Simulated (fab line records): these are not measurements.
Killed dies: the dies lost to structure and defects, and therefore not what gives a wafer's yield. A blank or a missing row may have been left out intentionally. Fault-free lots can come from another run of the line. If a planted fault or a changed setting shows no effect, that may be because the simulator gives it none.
Matching of chambers | flow n5 finfet | N5_BEOL_M0_SAQP_ALD_48 on ald sin-02 has 4 sister chambers
The step deposits SiO2, target thk 20 nm, pulse time 1 s, co reactant pulse time 1 s. 24 wafers are shown with their chamber, then 12 later ones without.

## WAFERS, EACH WITH ITS CHAMBER
wafer  | chamber | heater power w (W) | precursor pulse height rel
L074.1 | 1       | 69                 | 1.016
L074.3 | 2       | 81                 | 0.950
L074.5 | 0       | 83                 | 0.988
L075.1 | 0       | 85                 | 1.011
L075.3 | 3       | 78                 | 1.021
L075.6 | 0       | 84                 | 0.993
L076.2 | 0       | 83                 | 0.988
L076.3 | 2       | 83                 | 1.008
L076.5 | 0       | 85                 | 0.993
L077.1 | 1       | 71                 | 0.988
L077.2 | 0       | 85                 | 1.026
L077.3 | 2       | 79                 | 1.031
L077.4 | 3       | 76                 | 1.000
L077.5 | 0       | 85                 | 1.012
L077.6 | 3       | 76                 | 1.003
L081.2 | 3       | 77                 | 0.972
L081.4 | 2       | 82                 | 1.030
L081.6 | 1       | 70                 | 1.001
L082.1 | 0       | 83                 | 1.005
L082.4 | 3       | 75                 | 0.991
L082.6 | 1       | 70                 | 1.016
L085.1 | 0       | 82                 | 0.987
L085.2 | 1       | 68                 | 1.012
L085.3 | 2       | 77                 | 0.999

SIGNATURES (means of the wafers above)
reading                    | chamber 0 | chamber 1 | chamber 2 | chamber 3 | scatter within a chamber
heater power w             | 83.89     | 69.60     | 80.40     | 76.40     | 1.49
precursor pulse height rel | 1.00033   | 1.00660   | 1.00360   | 0.99740   | 0.0197
Rule: for a wafer and a chamber, the distance is found by dividing, reading by reading, the gap between the wafer's reading and the chamber's mean by the reading's scatter, squaring, summing and taking the root. The wafer belongs to the nearest chamber; if the next one is less than 2 further off, it can't be placed. The scatter is the square root of a quotient: the sum, over the shown wafers, of each reading's squared deviation from its chamber's mean, divided by wafers minus chambers.

## WAFERS WITH NO CHAMBER GIVEN
wafer  | heater power w (W) | precursor pulse height rel
L085.4 | 77                 | 1.002
L085.5 | 85                 | 0.989
L085.6 | 70                 | 1.028
L088.1 | 82                 | 1.017
L088.2 | 78                 | 1.010
L088.5 | 79                 | 0.990
L089.1 | 78                 | 0.988
L089.2 | 70                 | 0.976
L089.4 | 84                 | 1.026
L094.3 | 77                 | 1.012
L094.4 | 81                 | 1.007
L094.5 | 79                 | 1.002

## WHICH CHAMBER EACH ONE RAN IN
wafer  | from the rows above     | in truth
L085.4 | can't be placed: 3 or 2 | 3
L085.5 | 0                       | 0
L085.6 | 1                       | 1
L088.1 | can't be placed: 2 or 0 | 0
L088.2 | can't be placed: 3 or 2 | 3
L088.5 | can't be placed: 2 or 3 | 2
L089.1 | can't be placed: 3 or 2 | 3
L089.2 | 1                       | 1
L089.4 | can't be placed: 0 or 2 | 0
L094.3 | can't be placed: 3 or 2 | 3
L094.4 | can't be placed: 2 or 0 | 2
L094.5 | can't be placed: 2 or 3 | 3
Placed correctly: 3 of 12. Unplaceable from these rows: 9, with the true chamber sitting among the candidates in 9. Placed wrongly: 0.
